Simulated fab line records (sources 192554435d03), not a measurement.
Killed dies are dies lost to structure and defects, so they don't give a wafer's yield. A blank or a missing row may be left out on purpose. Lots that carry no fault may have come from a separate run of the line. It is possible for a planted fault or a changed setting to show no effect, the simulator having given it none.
Struck lot and sound lot, side by side -- flow n5 finfet -- 14 out of 1938 route steps
Sound: these wafers, L393.1, L393.2, L393.6. Struck: wafers L398.1, L398.5 (left out: L398.2, a lot-mate that was not struck); the cause follows at the end.
For every step that has rows: the tool of each side, followed by ch and its chambers, followed by its first start. Under that, the readings that differ: sound wafers -- struck wafers -- difference of the means -- sigmas: that difference in standard deviations of wafers without a fault.
alike: a reading whose means differ by less than 2 such deviations, as well as words and numbers matching on both sides. not compared: withheld readings; readings where some wafer has no value; bounds like >300 that might hide an equal value; numbers whose values overlap and for which the record gives no deviation.
The two part at a step that has a row with sigmas, a row that says differs or no value, or rows on one side only. Numbers that don't overlap but have no deviation are shown without sigmas and don't part them. Lack of a reading on every wafer of one side parts them only where that side has two or more wafers.

N5_BEOL_M6_CURE_75: cures SiCOH lowk, time 120 s.
  sound on uv cure-01 ch 0, day 8 13:28; struck on uv cure-02 ch 0, day 10 13:26
  alike: lamp power pct, wafer_temp_C_max
then, 1 step without rows for these wafers: N5_BEOL_M6_DEGAS_44 (time 60 s).
N5_BEOL_M6_PRE_CLEAN_45: time 30 s.
  sound on pvd sputter-03 at day 8 14:09; struck on pvd sputter-03 at day 10 13:56
  alike: heater power w
N5_BEOL_M6_ALD_77: deposits TaN, target thk 2 nm, pulse time 2 s, purge time 3 s.
  sound on ald metal-04 ch 0,1,3, day 8 14:13; struck on ald metal-02 ch 0,1, day 10 14:00
  alike: heater power w
then, 4 steps without rows for these wafers: N5_BEOL_M6_SURFACE_TREAT_79; N5_BEOL_M6_CVD_78 (deposits Co from CCTBA/H2, target thk 2 nm, time 142.3 s); N5_BEOL_M6_SPUTTER_48 (material Cu, target thk 10 nm, time 1.667 s); N5_BEOL_M6_ECD_50 (material Cu, target thk 300 nm).
N5_BEOL_M6_ANNEAL_51: time 90 s.
  sound on rtp anneal-02 ch 0, day 8 14:56; struck on rtp anneal-02 ch 0, day 10 15:05
  alike: wafer_temp_C_max
N5_BEOL_M6_CMP_52: polishes, stops on SiCOH lowk, t overpolish 6.9 s, target thk 80 nm.
  sound on cmp-02 ch 1,2,3, day 8 15:19; struck on cmp-02 ch 0,2, day 10 15:23
  alike: barrier field endpoint s, motor current A, overpolish run s, time to endpoint s
N5_BEOL_M6_THK_MEAS_53: measures by xrf.
  sound on film metro-02 at day 8 15:32; struck on film metro-01 at day 10 15:40
  alike: M6_THK
then, 1 step without rows for these wafers: N5_BEOL_M6_PRE_CLEAN_55 (time 15 s).
N5_BEOL_M6_DEP_56: deposits SiCN from 3MS/NH3, target thk 10 nm, time 17.5 s.
  sound on pecvd-04 ch 1,2, day 8 15:37; struck on pecvd-04 ch 2, day 10 15:44
reading,sound,struck,difference,sigmas
model.SiCN_of_BEOL_M6_DEP_56.thk nm (nm),10 10 10.4,18.4 18.6,+8.4,
  alike: showerhead plenum p Torr, throttle valve pct
N5_BEOL_M6_RS_MEAS_57: a four-point-probe measurement.
  sound on film metro-02 at day 8 15:42; struck on film metro-01 at day 10 15:48
  alike: M6_RS

## WHERE THEY PART
Nowhere in this record.

WHY: what had been put in by the simulator
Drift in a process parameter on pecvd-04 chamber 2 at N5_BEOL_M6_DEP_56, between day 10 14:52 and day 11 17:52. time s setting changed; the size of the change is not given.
